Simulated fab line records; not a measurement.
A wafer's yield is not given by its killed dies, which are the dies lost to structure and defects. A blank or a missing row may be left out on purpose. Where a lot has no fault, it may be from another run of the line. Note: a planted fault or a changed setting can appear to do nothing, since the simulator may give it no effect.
The tool behind it: which one? | flow n5Finfet | 10 lots with 29 wafers sampled at 2 steps, on a route of 1938 steps

== WHAT THE GAUGES READ, wafer by wafer ==
N5_PMOS_HMC_CHANNEL_EPI_OVL_MEAS_10.
lot  | measured    | on         | PMOS_HMC_BLK_OVL (nm)
L329 | day 1 23:31 | overlay-02 | -0.8 0.2 0.0
L334 | day 3 05:16 | overlay-01 | 0.9 1.2 0.5
L336 | day 3 17:07 | overlay-02 | 0.3 -0.2 0.6
L337 | day 3 23:39 | overlay-02 | -1.1 -0.4 0.5
L338 | day 4 05:45 | overlay-02 | -0.1 0.1 0.1
L340 | day 4 16:56 | overlay-01 | -0.4 -0.2
L342 | day 5 06:13 | overlay-02 | 0.7 1.0 1.2
L347 | day 6 11:42 | overlay-02 | -0.8 0.4 -0.7
L350 | day 7 05:18 | overlay-01 | -0.2 -0.1 -0.4
L351 | day 7 11:16 | overlay-01 | 0.4 0.9 0.3

== TOOL THAT RAN EACH LOT (tool first, then ch and the chambers of the sampled wafers, then the start) ==
lot  | N5_WELL_APT_DESCUM_13
L329 | rieDiel-02 ch 1,2, day 1 20:22
L334 | rieDiel-02 ch 1,2,3, day 3 01:55
L336 | rieDiel-02 ch 0,3, day 3 13:46
L337 | rieDiel-01 ch 0,1,2, day 3 19:46
L338 | rieDiel-04 ch 1,2,3, day 4 02:01
L340 | rieDiel-02 ch 1,3, day 4 13:49
L342 | rieDiel-01 ch 1,3, day 5 01:52
L347 | rieDiel-01 ch 0,3, day 6 08:02
L350 | rieDiel-01 ch 1,2,3, day 7 02:03
L351 | rieDiel-01 ch 1,2,3, day 7 07:40
- N5_WELL_APT_DESCUM_13: chemistry O2, time 7.9 s.

== THE ANSWER, worked out from the rows above alone ==
Rule: what is usual is taken from the lots themselves. The widest of any qualifying gaps counts: lots, ordered by their means at a reading, are off when they make up no more than a third of the lots, leave a main group of 4 or more, and stand apart from it by 3 or more times the standard deviation of that group's means. Not used: any main group whose means are identical at the precision the tables above print for the reading. A lot without any number at a reading at which 4 lots or more have one is off too. Where the step has rows for the other lots, those lots are counted as sound.
No lot is off on any of the readings shown, so nothing can be concluded from this.

== WHAT THE SIMULATOR HAD INSERTED ==
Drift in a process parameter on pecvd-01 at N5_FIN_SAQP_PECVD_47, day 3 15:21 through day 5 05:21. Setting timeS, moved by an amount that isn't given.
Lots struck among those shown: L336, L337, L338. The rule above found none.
